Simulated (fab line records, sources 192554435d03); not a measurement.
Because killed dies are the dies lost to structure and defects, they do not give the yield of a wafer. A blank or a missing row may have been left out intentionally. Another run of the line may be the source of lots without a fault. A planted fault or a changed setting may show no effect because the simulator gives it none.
fab line records / flow n5Finfet
[record] lots = 12 wafers = 35 lastDay = 17
route steps=1938 shown BEOL_M11@1558
lots with no fault: from the same line, run without faults
startH: hours from the record's opening day to when the first of the lot's shown wafers began / waitH: time in hours since the lot's previous step / " as in the row above / L1.1+2: a single row standing in for several wafers / - no value present, or no start provided / * or withheld: withheld / < > ~ a bound
route shown NAME@n: names a module that has steps shown in the file, with the first one's number in the route / usual: the fault-free wafers' mean and standard deviation / same: alike in all rows / chamber/n: place in a boat / sites: the reading at each site / _std_site: the values' standard deviation / _edge_site: outer sites' mean less inner sites' / radiusMm: for every site, how far away it sits from the centre of the wafer / mask NAME#n: copy n / behind: the tool/chamber that last shaped the wafer / hold: cause of the lot's hold/its duration in hours/its outcome / device: the n, p or np transistor that did not switch / end of line: tests run on the same wafers once the route is complete / where a step has no rows: the recipe by itself / killed: dies that structure and defects cost at the first sort, which is not the same as the wafer's yield / map: per-die view of a wafer (x killed, . not killed, _ where there is no die)
set.NAME: the setting the step ran with; set.NAME@STEP: the setting that earlier step ran with / model.NAME: the simulator's own value behind a step, which no gauge read
the route's steps for a sample of lots (tables are steps, rows are wafers)
services: from which hour (startH, from the record's first day; less than 0 if before it) a tool's chamber was out of use, for how many hours, and why
[[steps]]
[step N5_BEOL_M11_STRIP_19]
[recipe] chemistry = O2 powerW = 400 tempC = 40 pressureMtorr = 30 rfFrequencyHz = 6e+07 biasPowerW = 0 overashFraction = 0.2 o2FlowSccm = 225
[usual] drypumpMotorCurrentA = 5.8/0.45 oesProductAu = 0.82/0.078 rfVppV = 3.6/0.65 showerheadPlenumPTorr = 2.10/0.068 throttleValvePct = 16.64/0.27
lot.wafer=L945.1 tool=rieDiel-06 chamber=2 startH=235.94 waitH=0.1 drypumpMotorCurrentA=5.4 oesProductAu=0.74 rfHoursCounterH=178 rfVppV=3.5 showerheadPlenumPTorr=2.08 throttleValvePct=17.01
lot.wafer=L945.2 tool=rieDiel-06 chamber=1 startH=235.94 waitH=0.1 drypumpMotorCurrentA=5.5 oesProductAu=0.93 rfHoursCounterH=26 rfVppV=3.4 showerheadPlenumPTorr=2.05 throttleValvePct=16.42
lot.wafer=L945.5 tool=rieDiel-06 chamber=0 startH=235.94 waitH=0.1 drypumpMotorCurrentA=6.1 oesProductAu=0.83 rfHoursCounterH=- rfVppV=3.9 showerheadPlenumPTorr=2.14 throttleValvePct=16.94
lot.wafer=L944.2 tool=rieDiel-02 chamber=0 startH=236.94 waitH=0.1 drypumpMotorCurrentA=6.3 oesProductAu=0.69 rfHoursCounterH=230 rfVppV=3.8 showerheadPlenumPTorr=2.16 throttleValvePct=16.58
lot.wafer=L944.4 tool=rieDiel-02 chamber=3 startH=236.94 waitH=0.1 drypumpMotorCurrentA=5.2 oesProductAu=0.83 rfHoursCounterH=70 rfVppV=4.4 showerheadPlenumPTorr=2.03 throttleValvePct=16.46
lot.wafer=L944.5 tool=rieDiel-02 chamber=1 startH=236.94 waitH=0.1 drypumpMotorCurrentA=6.6 oesProductAu=0.78 rfHoursCounterH=- rfVppV=3.7 showerheadPlenumPTorr=2.12 throttleValvePct=16.53
lot.wafer=L947.2 tool=rieDiel-06 chamber=3 startH=252.49 waitH=0.1 drypumpMotorCurrentA=5.4 oesProductAu=0.88 rfHoursCounterH=56 rfVppV=4.3 showerheadPlenumPTorr=2.23 throttleValvePct=16.49
lot.wafer=L947.3 tool=rieDiel-06 chamber=2 startH=252.49 waitH=0.1 drypumpMotorCurrentA=5.4 oesProductAu=0.74 rfHoursCounterH=183 rfVppV=2.4 showerheadPlenumPTorr=2.08 throttleValvePct=17.00
lot.wafer=L947.4 tool=rieDiel-06 chamber=0 startH=252.49 waitH=0.1 drypumpMotorCurrentA=6.0 oesProductAu=0.81 rfHoursCounterH=100 rfVppV=4.0 showerheadPlenumPTorr=2.13 throttleValvePct=16.94
lot.wafer=L948.2 tool=rieDiel-02 chamber=0 startH=256.46 waitH=0.2 drypumpMotorCurrentA=6.3 oesProductAu=0.69 rfHoursCounterH=235 rfVppV=3.3 showerheadPlenumPTorr=2.16 throttleValvePct=16.58
lot.wafer=L948.3 tool=rieDiel-02 chamber=1 startH=256.46 waitH=0.2 drypumpMotorCurrentA=6.6 oesProductAu=0.76 rfHoursCounterH=114 rfVppV=3.3 showerheadPlenumPTorr=2.12 throttleValvePct=16.52
lot.wafer=L948.4 tool=rieDiel-02 chamber=2 startH=256.46 waitH=0.2 drypumpMotorCurrentA=6.1 oesProductAu=0.94 rfHoursCounterH=18 rfVppV=3.2 showerheadPlenumPTorr=2.05 throttleValvePct=16.55
lot.wafer=L949.2 tool=rieDiel-06 chamber=1 startH=257.48 waitH=0.1 drypumpMotorCurrentA=5.5 oesProductAu=0.90 rfHoursCounterH=32 rfVppV=3.0 showerheadPlenumPTorr=2.05 throttleValvePct=16.42
lot.wafer=L949.3 tool=rieDiel-06 chamber=2 startH=257.48 waitH=0.1 drypumpMotorCurrentA=5.3 oesProductAu=0.73 rfHoursCounterH=185 rfVppV=3.8 showerheadPlenumPTorr=2.08 throttleValvePct=17.02
lot.wafer=L949.6 tool=rieDiel-06 chamber=1 startH=257.48 waitH=0.1 drypumpMotorCurrentA=5.5 oesProductAu=0.91 rfHoursCounterH=- rfVppV=4.3 showerheadPlenumPTorr=2.05 throttleValvePct=16.43
lot.wafer=L955.1 tool=rieDiel-06 chamber=2 startH=303.35 waitH=0.1 drypumpMotorCurrentA=5.4 oesProductAu=0.71 rfHoursCounterH=200 rfVppV=2.8 showerheadPlenumPTorr=2.08 throttleValvePct=17.03
lot.wafer=L955.4 tool=rieDiel-06 chamber=0 startH=303.35 waitH=0.1 drypumpMotorCurrentA=6.0 oesProductAu=0.80 rfHoursCounterH=116 rfVppV=2.7 showerheadPlenumPTorr=2.13 throttleValvePct=16.97
lot.wafer=L955.5 tool=rieDiel-06 chamber=3 startH=303.35 waitH=0.1 drypumpMotorCurrentA=5.4 oesProductAu=0.84 rfHoursCounterH=- rfVppV=3.1 showerheadPlenumPTorr=2.22 throttleValvePct=16.54
lot.wafer=L956.1 tool=rieDiel-06 chamber=1 startH=307.71 waitH=0.1 drypumpMotorCurrentA=5.5 oesProductAu=0.88 rfHoursCounterH=45 rfVppV=4.2 showerheadPlenumPTorr=2.04 throttleValvePct=16.46
lot.wafer=L956.2 tool=rieDiel-06 chamber=0 startH=307.71 waitH=0.1 drypumpMotorCurrentA=6.0 oesProductAu=0.79 rfHoursCounterH=117 rfVppV=3.1 showerheadPlenumPTorr=2.13 throttleValvePct=16.96
lot.wafer=L956.6 tool=rieDiel-06 chamber=1 startH=307.71 waitH=0.1 drypumpMotorCurrentA=5.5 oesProductAu=0.89 rfHoursCounterH=- rfVppV=3.0 showerheadPlenumPTorr=2.04 throttleValvePct=16.45
lot.wafer=L959.1 tool=rieDiel-06 chamber=3 startH=328.78 waitH=0.1 drypumpMotorCurrentA=5.4 oesProductAu=0.84 rfHoursCounterH=80 rfVppV=3.6 showerheadPlenumPTorr=2.22 throttleValvePct=16.53
lot.wafer=L959.4 tool=rieDiel-06 chamber=0 startH=328.78 waitH=0.1 drypumpMotorCurrentA=6.1 oesProductAu=0.80 rfHoursCounterH=122 rfVppV=4.1 showerheadPlenumPTorr=2.13 throttleValvePct=16.98
lot.wafer=L959.6 tool=rieDiel-06 chamber=1 startH=328.78 waitH=0.1 drypumpMotorCurrentA=5.5 oesProductAu=0.89 rfHoursCounterH=- rfVppV=3.8 showerheadPlenumPTorr=2.04 throttleValvePct=16.48
lot.wafer=L960.1 tool=rieDiel-03 chamber=1 startH=332.66 waitH=0.1 drypumpMotorCurrentA=5.7 oesProductAu=0.71 rfHoursCounterH=222 rfVppV=3.9 showerheadPlenumPTorr=1.98 throttleValvePct=17.00
lot.wafer=L960.3 tool=rieDiel-03 chamber=2 startH=332.66 waitH=0.1 drypumpMotorCurrentA=6.6 oesProductAu=0.87 rfHoursCounterH=58 rfVppV=3.4 showerheadPlenumPTorr=2.14 throttleValvePct=16.56
lot.wafer=L960.5 tool=rieDiel-03 chamber=3 startH=332.66 waitH=0.1 drypumpMotorCurrentA=5.7 oesProductAu=0.94 rfHoursCounterH=- rfVppV=3.7 showerheadPlenumPTorr=2.15 throttleValvePct=16.53
lot.wafer=L962.2 tool=rieDiel-02 chamber=2 startH=343.64 waitH=0.2 drypumpMotorCurrentA=6.1 oesProductAu=0.87 rfHoursCounterH=46 rfVppV=4.3 showerheadPlenumPTorr=2.04 throttleValvePct=16.64
lot.wafer=L962.6 tool=rieDiel-02 chamber=2 startH=343.64 waitH=0.2 drypumpMotorCurrentA=6.0 oesProductAu=0.87 rfHoursCounterH=- rfVppV=3.0 showerheadPlenumPTorr=2.04 throttleValvePct=16.62
lot.wafer=L964.1 tool=rieDiel-03 chamber=2 startH=355.43 waitH=0.2 drypumpMotorCurrentA=6.6 oesProductAu=0.86 rfHoursCounterH=66 rfVppV=3.4 showerheadPlenumPTorr=2.14 throttleValvePct=16.57
lot.wafer=L964.5 tool=rieDiel-03 chamber=3 startH=355.43 waitH=0.2 drypumpMotorCurrentA=5.7 oesProductAu=0.92 rfHoursCounterH=- rfVppV=3.8 showerheadPlenumPTorr=2.15 throttleValvePct=16.55
lot.wafer=L964.6 tool=rieDiel-03 chamber=0 startH=355.43 waitH=0.2 drypumpMotorCurrentA=6.2 oesProductAu=0.88 rfHoursCounterH=- rfVppV=4.2 showerheadPlenumPTorr=2.04 throttleValvePct=16.24
lot.wafer=L966.2 tool=rieDiel-06 chamber=1 startH=369.62 waitH=0.1 drypumpMotorCurrentA=5.5 oesProductAu=0.86 rfHoursCounterH=63 rfVppV=4.3 showerheadPlenumPTorr=2.04 throttleValvePct=16.49
lot.wafer=L966.4 tool=rieDiel-06 chamber=0 startH=369.62 waitH=0.1 drypumpMotorCurrentA=6.0 oesProductAu=0.77 rfHoursCounterH=135 rfVppV=4.3 showerheadPlenumPTorr=2.12 throttleValvePct=17.02
lot.wafer=L966.6 tool=rieDiel-06 chamber=3 startH=369.62 waitH=0.1 drypumpMotorCurrentA=5.4 oesProductAu=0.83 rfHoursCounterH=- rfVppV=3.7 showerheadPlenumPTorr=2.22 throttleValvePct=16.55
[step N5_BEOL_M11_CURE_72]
[recipe] tempC = 370 timeS = 120 ambient = DMADMS/He material = SiCOH_lowk
[usual] lampPowerPct = 52.31/0.054 wafer_temp_C_max = 371.6/0.56
lot.wafer=L945.1 tool=uvCure-02 chamber=1 startH=240.75 waitH=0.0 lampPowerPct=52.38 wafer_temp_C_max=371.3
lot.wafer=L945.2 tool=uvCure-02 chamber=1 startH=240.75 waitH=0.0 lampPowerPct=52.35 wafer_temp_C_max=371.9
lot.wafer=L945.5 tool=uvCure-02 chamber=1 startH=240.75 waitH=0.0 lampPowerPct=52.32 wafer_temp_C_max=371.7
lot.wafer=L944.2 tool=uvCure-03 chamber=2 startH=240.81 waitH=0.1 lampPowerPct=52.26 wafer_temp_C_max=372.0
lot.wafer=L944.4 tool=uvCure-03 chamber=2 startH=240.81 waitH=0.1 lampPowerPct=52.39 wafer_temp_C_max=372.5
lot.wafer=L944.5 tool=uvCure-03 chamber=2 startH=240.81 waitH=0.1 lampPowerPct=52.26 wafer_temp_C_max=372.2
lot.wafer=L947.2 tool=uvCure-02 chamber=0 startH=254.75 waitH=0.1 lampPowerPct=52.31 wafer_temp_C_max=371.3
lot.wafer=L947.3 tool=uvCure-02 chamber=0 startH=254.75 waitH=0.1 lampPowerPct=52.33 wafer_temp_C_max=370.8
lot.wafer=L947.4 tool=uvCure-02 chamber=0 startH=254.75 waitH=0.1 lampPowerPct=52.33 wafer_temp_C_max=370.5
lot.wafer=L948.2 tool=uvCure-02 chamber=2 startH=258.96 waitH=0.1 lampPowerPct=52.17 wafer_temp_C_max=371.3
lot.wafer=L948.3 tool=uvCure-02 chamber=2 startH=258.96 waitH=0.1 lampPowerPct=52.29 wafer_temp_C_max=371.2
lot.wafer=L948.4 tool=uvCure-02 chamber=2 startH=258.96 waitH=0.1 lampPowerPct=52.30 wafer_temp_C_max=371.2
lot.wafer=L949.2 tool=uvCure-03 chamber=1 startH=259.43 waitH=0.1 lampPowerPct=52.33 wafer_temp_C_max=371.8
lot.wafer=L949.3 tool=uvCure-03 chamber=1 startH=259.43 waitH=0.1 lampPowerPct=52.35 wafer_temp_C_max=372.2
lot.wafer=L949.6 tool=uvCure-03 chamber=1 startH=259.43 waitH=0.1 lampPowerPct=52.25 wafer_temp_C_max=372.2
lot.wafer=L955.1 tool=uvCure-02 chamber=1 startH=307.51 waitH=0.0 lampPowerPct=52.20 wafer_temp_C_max=371.5
lot.wafer=L955.4 tool=uvCure-02 chamber=1 startH=307.51 waitH=0.0 lampPowerPct=52.34 wafer_temp_C_max=371.6
lot.wafer=L955.5 tool=uvCure-02 chamber=1 startH=307.51 waitH=0.0 lampPowerPct=52.24 wafer_temp_C_max=371.8
lot.wafer=L956.1 tool=uvCure-02 chamber=0 startH=310.50 waitH=0.0 lampPowerPct=52.33 wafer_temp_C_max=371.0
lot.wafer=L956.2 tool=uvCure-02 chamber=0 startH=310.50 waitH=0.0 lampPowerPct=52.25 wafer_temp_C_max=371.2
lot.wafer=L956.6 tool=uvCure-02 chamber=0 startH=310.50 waitH=0.0 lampPowerPct=52.28 wafer_temp_C_max=370.8
lot.wafer=L959.1 tool=uvCure-03 chamber=1 startH=331.09 waitH=0.1 lampPowerPct=52.29 wafer_temp_C_max=371.7
lot.wafer=L959.4 tool=uvCure-03 chamber=1 startH=331.09 waitH=0.1 lampPowerPct=52.33 wafer_temp_C_max=371.6
lot.wafer=L959.6 tool=uvCure-03 chamber=1 startH=331.09 waitH=0.1 lampPowerPct=52.39 wafer_temp_C_max=372.4
lot.wafer=L960.1 tool=uvCure-03 chamber=1 startH=334.09 waitH=0.0 lampPowerPct=52.24 wafer_temp_C_max=371.9
lot.wafer=L960.3 tool=uvCure-03 chamber=1 startH=334.09 waitH=0.0 lampPowerPct=52.38 wafer_temp_C_max=371.6
lot.wafer=L960.5 tool=uvCure-03 chamber=1 startH=334.09 waitH=0.0 lampPowerPct=52.35 wafer_temp_C_max=371.9
lot.wafer=L962.2 tool=uvCure-02 chamber=2 startH=346.67 waitH=0.2 lampPowerPct=52.29 wafer_temp_C_max=371.5
lot.wafer=L962.6 tool=uvCure-02 chamber=2 startH=346.67 waitH=0.2 lampPowerPct=52.26 wafer_temp_C_max=371.1
lot.wafer=L964.1 tool=uvCure-02 chamber=1 startH=357.32 waitH=0.0 lampPowerPct=52.27 wafer_temp_C_max=371.8
lot.wafer=L964.5 tool=uvCure-02 chamber=1 startH=357.32 waitH=0.0 lampPowerPct=52.30 wafer_temp_C_max=371.8
lot.wafer=L964.6 tool=uvCure-02 chamber=1 startH=357.32 waitH=0.0 lampPowerPct=52.20 wafer_temp_C_max=372.2
lot.wafer=L966.2 tool=uvCure-03 chamber=0 startH=370.92 waitH=0.1 lampPowerPct=52.38 wafer_temp_C_max=371.8
lot.wafer=L966.4 tool=uvCure-03 chamber=0 startH=370.92 waitH=0.1 lampPowerPct=52.41 wafer_temp_C_max=371.6
lot.wafer=L966.6 tool=uvCure-03 chamber=0 startH=370.92 waitH=0.1 lampPowerPct=52.29 wafer_temp_C_max=372.2
[step N5_BEOL_M11_PRE_CLEAN_45]
[recipe] gas = H2/He timeS = 30 tempC = 250
[usual] heaterPowerW = 320/22
lot.wafer=L945.1 tool=pvdSputter-03 chamber=- startH=241.18 waitH=0.0 heaterPowerW=288
lot.wafer=L945.2 tool=pvdSputter-03 chamber=- startH=241.18 waitH=0.0 heaterPowerW=317
lot.wafer=L945.5 tool=pvdSputter-03 chamber=- startH=241.18 waitH=0.0 heaterPowerW=283
lot.wafer=L944.2 tool=pvdSputter-02 chamber=- startH=241.22 waitH=0.0 heaterPowerW=316
lot.wafer=L944.4 tool=pvdSputter-02 chamber=- startH=241.22 waitH=0.0 heaterPowerW=348
lot.wafer=L944.5 tool=pvdSputter-02 chamber=- startH=241.22 waitH=0.0 heaterPowerW=309
lot.wafer=L947.2 tool=pvdSputter-03 chamber=- startH=255.38 waitH=0.0 heaterPowerW=293
lot.wafer=L947.3 tool=pvdSputter-03 chamber=- startH=255.38 waitH=0.0 heaterPowerW=310
lot.wafer=L947.4 tool=pvdSputter-03 chamber=- startH=255.38 waitH=0.0 heaterPowerW=318
lot.wafer=L948.2 tool=pvdSputter-03 chamber=- startH=259.43 waitH=0.0 heaterPowerW=304
lot.wafer=L948.3 tool=pvdSputter-03 chamber=- startH=259.43 waitH=0.0 heaterPowerW=320
lot.wafer=L948.4 tool=pvdSputter-03 chamber=- startH=259.43 waitH=0.0 heaterPowerW=292
lot.wafer=L949.2 tool=pvdSputter-01 chamber=- startH=260.00 waitH=0.0 heaterPowerW=343
lot.wafer=L949.3 tool=pvdSputter-01 chamber=- startH=260.00 waitH=0.0 heaterPowerW=341
lot.wafer=L949.6 tool=pvdSputter-01 chamber=- startH=260.00 waitH=0.0 heaterPowerW=312
lot.wafer=L955.1 tool=pvdSputter-01 chamber=- startH=307.87 waitH=0.0 heaterPowerW=336
lot.wafer=L955.4 tool=pvdSputter-01 chamber=- startH=307.87 waitH=0.0 heaterPowerW=349
lot.wafer=L955.5 tool=pvdSputter-01 chamber=- startH=307.87 waitH=0.0 heaterPowerW=323
lot.wafer=L956.1 tool=pvdSputter-02 chamber=- startH=310.89 waitH=0.0 heaterPowerW=314
lot.wafer=L956.2 tool=pvdSputter-02 chamber=- startH=310.89 waitH=0.0 heaterPowerW=303
lot.wafer=L956.6 tool=pvdSputter-02 chamber=- startH=310.89 waitH=0.0 heaterPowerW=308
lot.wafer=L959.1 tool=pvdSputter-02 chamber=- startH=331.72 waitH=0.0 heaterPowerW=349
lot.wafer=L959.4 tool=pvdSputter-02 chamber=- startH=331.72 waitH=0.0 heaterPowerW=307
lot.wafer=L959.6 tool=pvdSputter-02 chamber=- startH=331.72 waitH=0.0 heaterPowerW=304
lot.wafer=L960.1 tool=pvdSputter-03 chamber=- startH=334.59 waitH=0.0 heaterPowerW=306
lot.wafer=L960.3 tool=pvdSputter-03 chamber=- startH=334.59 waitH=0.0 heaterPowerW=292
lot.wafer=L960.5 tool=pvdSputter-03 chamber=- startH=334.59 waitH=0.0 heaterPowerW=325
lot.wafer=L962.2 tool=pvdSputter-03 chamber=- startH=347.26 waitH=0.0 heaterPowerW=288
lot.wafer=L962.6 tool=pvdSputter-03 chamber=- startH=347.26 waitH=0.0 heaterPowerW=299
lot.wafer=L964.1 tool=pvdSputter-03 chamber=- startH=357.77 waitH=0.0 heaterPowerW=313
lot.wafer=L964.5 tool=pvdSputter-03 chamber=- startH=357.77 waitH=0.0 heaterPowerW=295
lot.wafer=L964.6 tool=pvdSputter-03 chamber=- startH=357.77 waitH=0.0 heaterPowerW=325
lot.wafer=L966.2 tool=pvdSputter-02 chamber=- startH=371.27 waitH=0.0 heaterPowerW=345
lot.wafer=L966.4 tool=pvdSputter-02 chamber=- startH=371.27 waitH=0.0 heaterPowerW=372
lot.wafer=L966.6 tool=pvdSputter-02 chamber=- startH=371.27 waitH=0.0 heaterPowerW=346
[step N5_BEOL_M11_SPUTTER_48]
[recipe] material = Cu targetThkA = 120 tempC = -20 biasV = 60 powerW = 26000 chamberPressurePa = 0.13 timeS = 2
[usual] biasV = 60.1/0.67 cathodeDcPowerW = 26000/4.7 throttleValvePct = 29.8/1.1
lot.wafer=L945.1 tool=pvdSputter-02 chamber=- startH=241.73 waitH=0.1 biasV=60.4 cathodeDcPowerW=26005 throttleValvePct=31.1
lot.wafer=L945.2 tool=pvdSputter-02 chamber=- startH=241.73 waitH=0.1 biasV=59.3 cathodeDcPowerW=26003 throttleValvePct=27.6
lot.wafer=L945.5 tool=pvdSputter-02 chamber=- startH=241.73 waitH=0.1 biasV=60.3 cathodeDcPowerW=25994 throttleValvePct=27.8
lot.wafer=L944.2 tool=pvdSputter-01 chamber=- startH=241.86 waitH=0.1 biasV=60.8 cathodeDcPowerW=26001 throttleValvePct=29.7
lot.wafer=L944.4 tool=pvdSputter-01 chamber=- startH=241.86 waitH=0.1 biasV=61.7 cathodeDcPowerW=25997 throttleValvePct=31.7
lot.wafer=L944.5 tool=pvdSputter-01 chamber=- startH=241.86 waitH=0.1 biasV=59.8 cathodeDcPowerW=26000 throttleValvePct=29.2
lot.wafer=L947.2 tool=pvdSputter-01 chamber=- startH=256.17 waitH=0.1 biasV=60.4 cathodeDcPowerW=26005 throttleValvePct=29.4
lot.wafer=L947.3 tool=pvdSputter-01 chamber=- startH=256.17 waitH=0.1 biasV=58.9 cathodeDcPowerW=26011 throttleValvePct=31.0
lot.wafer=L947.4 tool=pvdSputter-01 chamber=- startH=256.17 waitH=0.1 biasV=58.7 cathodeDcPowerW=25998 throttleValvePct=30.1
lot.wafer=L948.2 tool=pvdSputter-02 chamber=- startH=260.19 waitH=0.1 biasV=60.9 cathodeDcPowerW=26004 throttleValvePct=30.9
lot.wafer=L948.3 tool=pvdSputter-02 chamber=- startH=260.19 waitH=0.1 biasV=60.1 cathodeDcPowerW=25999 throttleValvePct=29.6
lot.wafer=L948.4 tool=pvdSputter-02 chamber=- startH=260.19 waitH=0.1 biasV=61.2 cathodeDcPowerW=26002 throttleValvePct=29.2
lot.wafer=L949.2 tool=pvdSputter-01 chamber=- startH=261.07 waitH=0.4 biasV=59.9 cathodeDcPowerW=26002 throttleValvePct=29.5
lot.wafer=L949.3 tool=pvdSputter-01 chamber=- startH=261.07 waitH=0.4 biasV=61.0 cathodeDcPowerW=25988 throttleValvePct=29.9
lot.wafer=L949.6 tool=pvdSputter-01 chamber=- startH=261.07 waitH=0.4 biasV=60.5 cathodeDcPowerW=25995 throttleValvePct=29.4
lot.wafer=L955.1 tool=pvdSputter-01 chamber=- startH=309.93 waitH=1.3 biasV=59.8 cathodeDcPowerW=28426 throttleValvePct=31.6
lot.wafer=L955.4 tool=pvdSputter-01 chamber=- startH=309.93 waitH=1.3 biasV=59.7 cathodeDcPowerW=28431 throttleValvePct=31.0
lot.wafer=L955.5 tool=pvdSputter-01 chamber=- startH=309.93 waitH=1.3 biasV=60.6 cathodeDcPowerW=28424 throttleValvePct=29.9
lot.wafer=L956.1 tool=pvdSputter-01 chamber=- startH=311.53 waitH=0.1 biasV=60.0 cathodeDcPowerW=28429 throttleValvePct=29.9
lot.wafer=L956.2 tool=pvdSputter-01 chamber=- startH=311.53 waitH=0.1 biasV=60.6 cathodeDcPowerW=28422 throttleValvePct=31.2
lot.wafer=L956.6 tool=pvdSputter-01 chamber=- startH=311.53 waitH=0.1 biasV=60.1 cathodeDcPowerW=28421 throttleValvePct=31.6
lot.wafer=L959.1 tool=pvdSputter-02 chamber=- startH=332.36 waitH=0.1 biasV=59.7 cathodeDcPowerW=26004 throttleValvePct=29.2
lot.wafer=L959.4 tool=pvdSputter-02 chamber=- startH=332.36 waitH=0.1 biasV=59.3 cathodeDcPowerW=26002 throttleValvePct=31.2
lot.wafer=L959.6 tool=pvdSputter-02 chamber=- startH=332.36 waitH=0.1 biasV=60.4 cathodeDcPowerW=26004 throttleValvePct=29.8
lot.wafer=L960.1 tool=pvdSputter-02 chamber=- startH=336.58 waitH=1.1 biasV=59.9 cathodeDcPowerW=26002 throttleValvePct=31.2
lot.wafer=L960.3 tool=pvdSputter-02 chamber=- startH=336.58 waitH=1.1 biasV=60.4 cathodeDcPowerW=26007 throttleValvePct=29.4
lot.wafer=L960.5 tool=pvdSputter-02 chamber=- startH=336.58 waitH=1.1 biasV=59.2 cathodeDcPowerW=26001 throttleValvePct=29.4
lot.wafer=L962.2 tool=pvdSputter-02 chamber=- startH=349.40 waitH=1.3 biasV=59.7 cathodeDcPowerW=26007 throttleValvePct=29.5
lot.wafer=L962.6 tool=pvdSputter-02 chamber=- startH=349.40 waitH=1.3 biasV=59.2 cathodeDcPowerW=26007 throttleValvePct=30.7
lot.wafer=L964.1 tool=pvdSputter-03 chamber=- startH=358.39 waitH=0.1 biasV=59.3 cathodeDcPowerW=25997 throttleValvePct=29.6
lot.wafer=L964.5 tool=pvdSputter-03 chamber=- startH=358.39 waitH=0.1 biasV=60.1 cathodeDcPowerW=25999 throttleValvePct=30.1
lot.wafer=L964.6 tool=pvdSputter-03 chamber=- startH=358.39 waitH=0.1 biasV=60.5 cathodeDcPowerW=25993 throttleValvePct=30.4
lot.wafer=L966.2 tool=pvdSputter-01 chamber=- startH=372.27 waitH=0.4 biasV=60.4 cathodeDcPowerW=26001 throttleValvePct=29.9
lot.wafer=L966.4 tool=pvdSputter-01 chamber=- startH=372.27 waitH=0.4 biasV=60.9 cathodeDcPowerW=26002 throttleValvePct=31.4
lot.wafer=L966.6 tool=pvdSputter-01 chamber=- startH=372.27 waitH=0.4 biasV=60.2 cathodeDcPowerW=26008 throttleValvePct=29.3
[[services]]
tool=rieDiel-06 chamber=1 startH=268.83 hours=5.7 kind=repair
tool=uvCure-02 chamber=- startH=277.50 hours=7.5 kind=pm
tool=rieDiel-03 chamber=0 startH=288.35 hours=3.7 kind=repair
tool=uvCure-02 chamber=- startH=288.45 hours=18.8 kind=repair
tool=rieDiel-03 chamber=3 startH=298.09 hours=- kind=clean
tool=rieDiel-03 chamber=3 startH=298.09 hours=- kind=consumableReplace:focusRing
tool=rieDiel-03 chamber=3 startH=298.09 hours=12.6 kind=scheduledDown
tool=rieDiel-03 chamber=3 startH=298.09 hours=12.6 kind=ventCycle
tool=uvCure-03 chamber=- startH=302.46 hours=0.9 kind=repair
tool=rieDiel-02 chamber=0 startH=307.50 hours=- kind=clean
tool=rieDiel-02 chamber=0 startH=307.50 hours=- kind=consumableReplace:focusRing
tool=uvCure-03 chamber=- startH=345.91 hours=1.0 kind=pm
tool=rieDiel-06 chamber=- startH=351.47 hours=2.8 kind=pm
tool=pvdSputter-03 chamber=- startH=355.57 hours=0.7 kind=repair
tool=pvdSputter-02 chamber=- startH=365.16 hours=1.1 kind=repair
tool=uvCure-02 chamber=- startH=370.20 hours=2.1 kind=pm
tool=rieDiel-06 chamber=- startH=371.00 hours=14.6 kind=pm
[[key]]
[firstSign] step = N5_BEOL_M11_SPUTTER_48 reading = cathodeDcPowerW direction = up sigmas = 99+ usual = * struck = *
effect none on later readings
metAt N5_BEOL_M11_SPUTTER_48
struckLots L955,L956
[baselineLoss] step = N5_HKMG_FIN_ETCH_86 wafers = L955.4
notActingAt N5_BEOL_M11_STRIP_19,N5_BEOL_M11_CURE_72,N5_BEOL_M11_PRE_CLEAN_45
onsetBetween 261.07 309.93
[fault] kind = processParameterDrift tool = pvdSputter-01 chamber = - onsetH = 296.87 steps = N5_BEOL_M11_SPUTTER_48 channel = powerW offset = * shape = step endH = 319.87 actsIn = * stated = *
// baselineLoss: these wafers lose ten dies or more at that step, a loss of the line's own and not of a fault; the sort's usual values leave them out
